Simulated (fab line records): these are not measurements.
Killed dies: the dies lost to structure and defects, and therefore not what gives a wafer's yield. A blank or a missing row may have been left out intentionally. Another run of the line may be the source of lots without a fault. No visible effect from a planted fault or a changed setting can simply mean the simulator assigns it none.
One fault seen from 3 desks / flow nand harc / each desk has only its own numbers; what lay behind them comes last

== FROM THE METROLOGY DESK ==
What the gauges read for every lot (on any tool): the sampled wafers with a number, averaged. Any lot whose mean is over 4 standard deviations away from the usual mean is out of limits and marked OUT; that distance is given in the brackets.
Columns: A = trench depth nm at NHARC_P_STI_OCD_MEAS_17, usual 299 nm; B = trench foot cd nm at NHARC_P_STI_OCD_MEAS_17, usual 159 nm; C = overlay x nm at NHARC_P_GATE_OVL_MEAS_27, usual 0.0 nm; D = overlay y nm at NHARC_P_GATE_OVL_MEAS_27, usual 0.1 nm
lot=L212; first seen here=day 3 00:12; A=299; B=158; C=-0.7; D=0.2
lot=L214; first seen here=day 3 17:35; A=297; B=159; C=-0.7; D=-0.8
lot=L215; first seen here=day 4 03:37; A=295; B=160; C=-0.5; D=0.4
lot=L217; first seen here=day 4 21:32; A=295; B=156; C=0.3; D=-0.5
lot=L219; first seen here=day 5 18:20; A=297; B=157; C=0.3; D=0.1
lot=L220; first seen here=day 6 02:47; A=294; B=162; C=-0.5; D=1.2
lot=L221; first seen here=day 6 15:23; A=301; B=159; C=-0.3; D=-1.5
lot=L224; first seen here=day 7 20:47; A=287; B=158; C=-1.2; D=-0.2
lot=L232; first seen here=day 11 06:05; A=303; B=159; C=0.9; D=0.1
lot=L233; first seen here=day 11 14:34; A=298; B=160; C=1.3; D=0.4
lot=L234; first seen here=day 12 01:02; A=298; B=163; C=0.3; D=1.2
lot=L235; first seen here=day 12 12:27; A=303; B=162; C=0.3; D=-0.0
This desk's verdict: no lot among the 12 shows anything out of limits.

== THE DEFECT DESK ==
Lot by lot, what the route's inspections counted, given as the mean of those sampled wafers with a number. Any lot whose mean is over 4 standard deviations away from the usual mean is out of limits and marked OUT; that distance is given in the brackets.
Columns: A = raw defect count at NHARC_P_START_INSPECT_01, usual 3.6
lot=L212; first seen here=day 1 20:02; A=5.0
lot=L214; first seen here=day 2 16:02; A=2.3
lot=L215; first seen here=day 3 02:02; A=4.3
lot=L217; first seen here=day 3 22:02; A=2.3
lot=L219; first seen here=day 4 18:02; A=3.3
lot=L220; first seen here=day 5 04:02; A=2.7
lot=L221; first seen here=day 5 14:02; A=2.7
lot=L224; first seen here=day 6 20:02; A=3.3
lot=L232; first seen here=day 10 04:02; A=4.3
lot=L233; first seen here=day 10 14:02; A=4.0
lot=L234; first seen here=day 11 00:02; A=4.3
lot=L235; first seen here=day 11 10:02; A=2.7
This desk's verdict: no lot among the 12 shows anything out of limits.

== THE TOOL OWNER'S DESK: rie si-01 ==
The tool's own readings at NHARC_P_STI_ETCH_15 (etches the open film in HBr/Cl2, target depth 300 nm, time 100.1 s): means of the sampled wafers that have a number, for each lot that ran on this tool. Any lot whose mean is over 4 standard deviations away from the usual mean is out of limits and marked OUT; that distance is given in the brackets.
Columns: A = drypump motor current A at NHARC_P_STI_ETCH_15, usual 5.7 A; B = oes product au at NHARC_P_STI_ETCH_15, usual 0.997 a.u.; C = throttle valve pct at NHARC_P_STI_ETCH_15, usual 26.406 %
lot=L212; first seen here=day 2 23:58; A=5.9; B=0.993; C=26.399
lot=L217; first seen here=day 4 21:19; A=5.8; B=0.990; C=26.402
lot=L220; first seen here=day 6 02:32; A=5.8; B=0.984; C=26.406
lot=L221; first seen here=day 6 15:10; A=5.5; B=1.000; C=26.407
lot=L224; first seen here=day 7 20:34; A=5.9; B=0.970; C=26.412
lot=L232; first seen here=day 11 05:52; A=5.5; B=1.003; C=26.407
This desk's verdict: no lot among the 6 shows anything out of limits.

== ALL TOGETHER ==
Metrology desk: nothing out of limits seen.
Nothing out of limits was seen by the defect desk.
The desk of the tool owner found nothing out of limits.

== WHAT THE SIMULATOR HAD PUT IN ==
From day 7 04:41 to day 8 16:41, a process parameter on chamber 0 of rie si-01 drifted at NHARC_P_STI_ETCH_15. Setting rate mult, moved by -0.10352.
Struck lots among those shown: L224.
